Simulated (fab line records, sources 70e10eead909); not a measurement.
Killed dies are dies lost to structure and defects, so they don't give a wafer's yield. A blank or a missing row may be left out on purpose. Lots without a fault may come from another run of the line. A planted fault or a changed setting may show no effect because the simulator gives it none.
Problem report in the 8D (eight disciplines) form, filled by code | flow nand_harc | the parts of the form that need people (team, actions taken, sign-off) are left out

1. THE PROBLEM
killed_dies at NHARC_END_SORT_01 reads a mean of 677 on 6 wafers of 2 lots; wafers without a fault read 58 with a standard deviation of 16. That is +39 standard deviations from the usual mean.
First seen on wafer L687.3, day 31 17:40, on prober-01. The record holds 15 wafers of 5 lots with a number at this step. Rule for "out", or "out of limits": more than 4 standard deviations from the usual mean. The other wafers with a number count as sound.

2. WHAT IT IS AND WHAT IT IS NOT
question                    | is                           | is not
which readings at this step | killed_dies, killed_at_array | killed_at_other, killed_at_periphery, killed_short
which lots                  | L687, L688                   | L672, L681, L690
which wafers of those lots  | all that have a number       | -
read on which gauges        | prober-01, prober-02         | -
when                        | from day 31 17:40            | up to then (6 sound wafers); but 3 sound wafers of L690 came after

3. SUSPECTS, AND WHAT RULES EACH OUT
Counting: a tool at a process step up to the reading stays a suspect if it ran every lot that is out and no sound lot after the first of them.
- the gauge at NHARC_END_SORT_01: ruled out. The wafers that are out were read on 2 gauges (prober-01, prober-02).
- rie_diel-09 at NHARC_A_STAIRCASE_TRIM_226 (chemistry O2, time 211.2 s): ruled out as a lasting fault. Sound lots L690 ran on it after its first lot that is out, L687 (day 23 14:56). NHARC_A_STAIRCASE_TRIM_226 gives no start for some lots, so the hours and the order of its lots are those of NHARC_A_STAIRCASE_TRIM_231.
- rie_diel-09 at NHARC_A_STAIRCASE_ETCH_230 (etches the open film in C4F8/O2, target depth 100 nm, time 40.5 s): kept. It ran every lot that is out, first L687 (day 23 14:56), and no sound lot after that; its last sound lot up to then is L672 (day 17 07:11). NHARC_A_STAIRCASE_ETCH_230 gives no start for some lots, so the hours and the order of its lots are those of NHARC_A_STAIRCASE_TRIM_231.
- rie_diel-09 at NHARC_A_STAIRCASE_TRIM_231 (chemistry O2, time 211.2 s): kept. It ran every lot that is out, first L687 (day 23 14:56), and no sound lot after that; its last sound lot up to then is L672 (day 17 07:11).
- rie_diel-09 at NHARC_A_STAIRCASE_ETCH_234 (etches the open film in C4F8/O2, target depth 100 nm, time 40.5 s): kept. It ran every lot that is out, first L687 (day 31 17:40), and no sound lot after that; its last sound lot up to then is L672 (day 25 11:56). NHARC_A_STAIRCASE_ETCH_234 gives no start for some lots, so the hours and the order of its lots are those of NHARC_END_SORT_01.
Left after counting: rie_diel-09 at NHARC_A_STAIRCASE_ETCH_230, rie_diel-09 at NHARC_A_STAIRCASE_TRIM_231, rie_diel-09 at NHARC_A_STAIRCASE_ETCH_234.

4. THE CAUSE (what the simulator had put in)
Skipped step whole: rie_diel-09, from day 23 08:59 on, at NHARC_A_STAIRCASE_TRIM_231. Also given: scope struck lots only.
Counting left 3 suspects, and this tool is among them.

5. THE CHAIN OF EFFECTS, in route order
Each row: a reading whose mean over the struck wafers that have a number lies more than 3 standard deviations from the usual. Only readings for which the record gives a usual standard deviation are gone through. hours: the time from each lot's start at the first step in this table that gives one to its start at this step, as a median over the lots. sigmas: the change in usual standard deviations.
hours | step              | reading         | usual | on struck wafers | change | sigmas
0     | NHARC_END_SORT_01 | killed_at_array | 54    | 673              | +619   | +36
0     | NHARC_END_SORT_01 | killed_dies     | 58    | 677              | +619   | +39
Readings that are blank on the struck wafers while sound wafers have them: chamber_pressure_mTorr at NHARC_A_STAIRCASE_TRIM_231; drypump_motor_current_A at NHARC_A_STAIRCASE_TRIM_231; mfc_ar_sccm at NHARC_A_STAIRCASE_TRIM_231; oes_product_au at NHARC_A_STAIRCASE_TRIM_231; rf_vpp_V at NHARC_A_STAIRCASE_TRIM_231; showerhead_plenum_p_Torr at NHARC_A_STAIRCASE_TRIM_231; throttle_valve_pct at NHARC_A_STAIRCASE_TRIM_231.

6. WHAT WOULD HAVE CAUGHT IT SOONER
In this record the first reading out of limits at a measuring or inspecting step was taken at day 31 17:40, 201 hours after the fault began at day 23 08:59.
At NHARC_A_STAIRCASE_TRIM_231 the tool's readings are blank on the struck wafers, where sound wafers have them: an empty tool record is the first sign, and it was there at once.
All the lots that are out (2) had begun NHARC_A_STAIRCASE_TRIM_231 on rie_diel-09 by day 31 17:40. A hold on the tool at that time would have spared none of them.
